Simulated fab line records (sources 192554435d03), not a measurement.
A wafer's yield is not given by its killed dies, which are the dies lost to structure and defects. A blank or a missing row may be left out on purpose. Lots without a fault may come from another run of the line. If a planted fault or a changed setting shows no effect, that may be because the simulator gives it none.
Chamber matching / flow n5Finfet / rieDiel-03 running N5_GATE_CUT_STRIP_59: 4 sister chambers
The step strips in N2/H2, time 20 s. 4 wafers are shown with their chamber, then 7 later ones without.

== WAFERS PAIRED WITH THEIR CHAMBERS ==
wafer=L085.3; chamber=2; drypumpMotorCurrentA (A)=6.5
wafer=L085.4; chamber=1; drypumpMotorCurrentA (A)=5.2
wafer=L087.4; chamber=3; drypumpMotorCurrentA (A)=5.9
wafer=L087.5; chamber=0; drypumpMotorCurrentA (A)=5.3

== WAFERS WITH NO CHAMBER GIVEN ==
wafer=L087.6; drypumpMotorCurrentA (A)=5.2
wafer=L088.3; drypumpMotorCurrentA (A)=5.2
wafer=L088.5; drypumpMotorCurrentA (A)=5.9
wafer=L088.6; drypumpMotorCurrentA (A)=5.3
wafer=L091.2; drypumpMotorCurrentA (A)=5.9
wafer=L091.3; drypumpMotorCurrentA (A)=6.4
wafer=L091.5; drypumpMotorCurrentA (A)=5.2

== WHICH CHAMBER EACH WENT THROUGH ==
wafer=L087.6; from the rows above=1; in truth=1
wafer=L088.3; from the rows above=1; in truth=1
wafer=L088.5; from the rows above=3; in truth=3
wafer=L088.6; from the rows above=0; in truth=0
wafer=L091.2; from the rows above=3; in truth=3
wafer=L091.3; from the rows above=2; in truth=2
wafer=L091.5; from the rows above=1; in truth=1
Correct placement for 7 of the 7. From these rows, 0 cannot be placed. Number placed wrongly: 0.
How it was worked out, from the rows above alone: a wafer's distance from a chamber is the root of the sum, over the readings, of the square of ((its reading less the chamber's mean) divided by the reading's scatter). The wafer belongs to the nearest chamber; if the next one is less than 2 further off, it can't be placed. For every chamber, the mean is computed from those of its wafers that are shown. The scatter (one wafer shown for each chamber): square how far every hidden wafer sits from the nearest shown wafer, average those squares and take the square root.
